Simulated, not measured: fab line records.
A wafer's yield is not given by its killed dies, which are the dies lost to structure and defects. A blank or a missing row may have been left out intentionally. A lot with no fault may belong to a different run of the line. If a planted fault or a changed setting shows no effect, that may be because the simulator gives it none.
8D (eight disciplines) problem report, filled in by code + flow nand_harc + the parts of the form that need people (team, actions taken, sign-off) are left out

## 1. WHAT WENT WRONG
Mean of cd_nm at NHARC_P_GATE_CD_MEAS_26: 94.1 nm across 2 wafers in 2 lots; on wafers with no fault it is 120.6 nm (standard deviation 0.78). That puts it -34 standard deviations away from the usual mean.
The step: target cd 120 nm.
The first sign was on wafer L240.2 at day 9 20:19, on cd_sem-03. The record has a number at this step for 36 wafers belonging to 12 lots. Rule for "out" (also "out of limits"): further than 4 standard deviations from the usual mean. All remaining wafers that have a number are taken as sound.

## 2. WHAT IT IS, WHAT IT ISN'T
| question                    | is                   | is not                                                                                             |
|-----------------------------|----------------------|----------------------------------------------------------------------------------------------------|
| which readings at this step | cd_nm                | -                                                                                                  |
| which lots                  | L240, L242           | L230, L232, L233, L234, L236, L241, L248, L249, L250, L252                                         |
| which wafers of those lots  | L240.2, L242.1       | L240.4, L240.6, L242.3, L242.4                                                                     |
| read on which gauges        | cd_sem-01, cd_sem-03 | cd_sem-02                                                                                          |
| when                        | from day 9 20:19     | up to then (17 sound wafers); but 17 sound wafers of L241, L242, L248, L249, L250, L252 came after |

## 3. THE SUSPECTS, EACH WITH WHAT RULES IT OUT
Counting: any tool at a process step up to the reading remains a suspect provided it ran every lot that is out. Sound lots after the first of them don't rule it out here, since some wafers of a struck lot are sound.
- the gauge at NHARC_P_GATE_CD_MEAS_26: ruled out. The wafers that are out were read on 2 gauges (cd_sem-01, cd_sem-03).
- arfi_scanner-03 at NHARC_P_GATE_EXPOSE_23 (exposes mask P GATE, target cd 120 nm): kept. It ran every lot that is out, first L240 (day 9 20:11); its last sound lot up to then is L233 (day 6 17:26).
The count leaves arfi_scanner-03 at NHARC_P_GATE_EXPOSE_23.

## 4. THE CAUSE (what the simulator had put in)
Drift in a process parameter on arfi_scanner-03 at NHARC_P_GATE_EXPOSE_23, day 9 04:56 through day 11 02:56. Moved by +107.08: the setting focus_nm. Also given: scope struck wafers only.
After counting, this tool was the only one left.

## 5. SEQUENCE OF EFFECTS, ordered by route
One row per reading whose mean, taken over the struck wafers that have a number, lies over 3 standard deviations from the usual. Only readings for which the record gives a usual standard deviation are gone through. hours: the time from each lot's start at the first step in this table that gives one to its start at this step, as a median over the lots. sigmas: the change in usual standard deviations.
| hours | step                    | reading             | usual    | on struck wafers | change | sigmas      |
|-------|-------------------------|---------------------|----------|------------------|--------|-------------|
| 0     | NHARC_P_GATE_CD_MEAS_26 | cd_nm               | 120.6 nm | 94.1             | -26.5  | -34         |
| 1     | NHARC_P_GATE_CD_MEAS_33 | cd_nm               | 121 nm   | 96               | -25    | -7.1        |
| 469   | NHARC_END_SORT_01       | killed_at_periphery | 4        | 408              | +404   | +99 or more |
| 469   | NHARC_END_SORT_01       | killed_dies         | 52       | 436              | +384   | +21         |

## 6. WHAT WOULD HAVE CAUGHT IT SOONER
The first out-of-limits reading at a measuring or inspecting step in this record came at day 9 20:19, 15 hours after the fault's start at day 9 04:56.
Lots out: 2; of these, L242 started NHARC_P_GATE_EXPOSE_23 on arfi_scanner-03 after day 9 20:19. Putting the tool on hold at that point would have spared it.
